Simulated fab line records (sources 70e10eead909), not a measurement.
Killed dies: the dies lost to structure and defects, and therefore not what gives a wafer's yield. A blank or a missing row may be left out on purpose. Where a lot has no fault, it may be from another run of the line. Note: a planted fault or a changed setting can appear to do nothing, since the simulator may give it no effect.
Matching of chambers | flow nandHarc | pecvd-01 running NHARC_A_STAIRCASE_DEP_322: 3 sister chambers
The step deposits SiO2, target thk 7200 nm. 6 wafers are shown with their chamber, then 10 later ones without.

## WAFERS, EACH WITH ITS CHAMBER
wafer  | chamber | heaterPowerOuterW (W) | heaterPowerW (W)
L085.3 | 0       | 449                   | 737
L085.6 | 1       | 280                   | 567
L089.2 | 0       | 424                   | 705
L089.5 | 1       | 286                   | 577
L091.1 | 2       | 456                   | 796
L091.4 | 2       | 444                   | 767

## WAFERS WITHOUT THEIR CHAMBER
wafer  | heaterPowerOuterW (W) | heaterPowerW (W)
L091.5 | 286                   | 556
L093.2 | 295                   | 596
L093.4 | 441                   | 759
L093.6 | 367                   | 632
L095.3 | 285                   | 578
L095.4 | 286                   | 562
L095.5 | 444                   | 778
L097.2 | 562                   | 967
L097.3 | 338                   | 663
L097.5 | 441                   | 757

## CHAMBER TAKEN BY EACH
wafer  | from the rows above     | in truth
L091.5 | 1                       | 1
L093.2 | 1                       | 1
L093.4 | can't be placed: 2 or 0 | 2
L093.6 | can't be placed: 0 or 1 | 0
L095.3 | 1                       | 1
L095.4 | 1                       | 1
L095.5 | 2                       | 2
L097.2 | 2                       | 2
L097.3 | 1                       | 1
L097.5 | can't be placed: 2 or 0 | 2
Placed correctly: 7 of 10. These rows do not allow placing 3 (true chamber among the candidates in 3). 0 placed wrongly.
How it was worked out, from the rows above alone: a wafer's distance from a chamber is the root of the sum, over the readings, of the square of ((its reading less the chamber's mean) divided by the reading's scatter). If the next closest chamber is less than 2 further off than the closest, the wafer can't be placed; otherwise it belongs to the closest. Each chamber's mean is taken over the wafers shown for it. The scatter is the square root of a quotient: the sum, over the shown wafers, of each reading's squared deviation from its chamber's mean, divided by wafers minus chambers.
